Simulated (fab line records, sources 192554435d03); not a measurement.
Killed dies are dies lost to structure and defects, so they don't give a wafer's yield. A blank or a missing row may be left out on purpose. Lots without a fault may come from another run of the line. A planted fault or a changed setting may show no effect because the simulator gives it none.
Chamber matching | flow n5_finfet | N5_GATE_CUT_HM_DEP_46 on pecvd-04: 3 sister chambers
The step deposits SiO2 from TEOS/O2, target thk 130 nm, time 26.6 s. 6 wafers are shown with their chamber, then 9 later ones without.

WAFERS WITH THEIR CHAMBER
wafer  | chamber | throttle_valve_pct (%) | heater_power_w (W)
L089.1 | 1       | 19.0                   | 592
L089.4 | 2       | 16.7                   | 707
L089.6 | 0       | 19.1                   | 672
L091.2 | 2       | 16.6                   | 566
L091.3 | 1       | 19.2                   | 603
L091.5 | 0       | 18.7                   | 598

WAFERS WITHOUT THEIR CHAMBER
wafer  | throttle_valve_pct (%) | heater_power_w (W)
L092.1 | 18.9                   | 704
L092.2 | 19.0                   | 510
L092.5 | 19.2                   | 716
L094.2 | 16.8                   | 665
L094.3 | 19.3                   | 604
L094.6 | 19.0                   | 502
L097.2 | 16.7                   | 662
L097.3 | 19.3                   | 693
L097.6 | 16.6                   | 671

WHICH CHAMBER EACH WENT THROUGH
wafer  | from the rows above     | in truth
L092.1 | can't be placed: 0 or 1 | 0
L092.2 | can't be placed: 1 or 0 | 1
L092.5 | can't be placed: 1 or 0 | 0
L094.2 | 2                       | 2
L094.3 | can't be placed: 1 or 0 | 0
L094.6 | can't be placed: 1 or 0 | 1
L097.2 | 2                       | 2
L097.3 | can't be placed: 1 or 0 | 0
L097.6 | 2                       | 2
Placed correctly: 3 of 9. Can't be placed from these rows: 6 (the true chamber is among the candidates in 6). Placed wrongly: 0.
How it was worked out, from the rows above alone: a wafer's distance from a chamber is the root of the sum, over the readings, of the square of ((its reading less the chamber's mean) divided by the reading's scatter). The wafer belongs to the nearest chamber; if the next one is less than 2 further off, it can't be placed. A chamber's mean is the mean of its shown wafers. The scatter: the root of (the sum of the squares of (reading less its chamber's mean) over the shown wafers, divided by (wafers less chambers)).
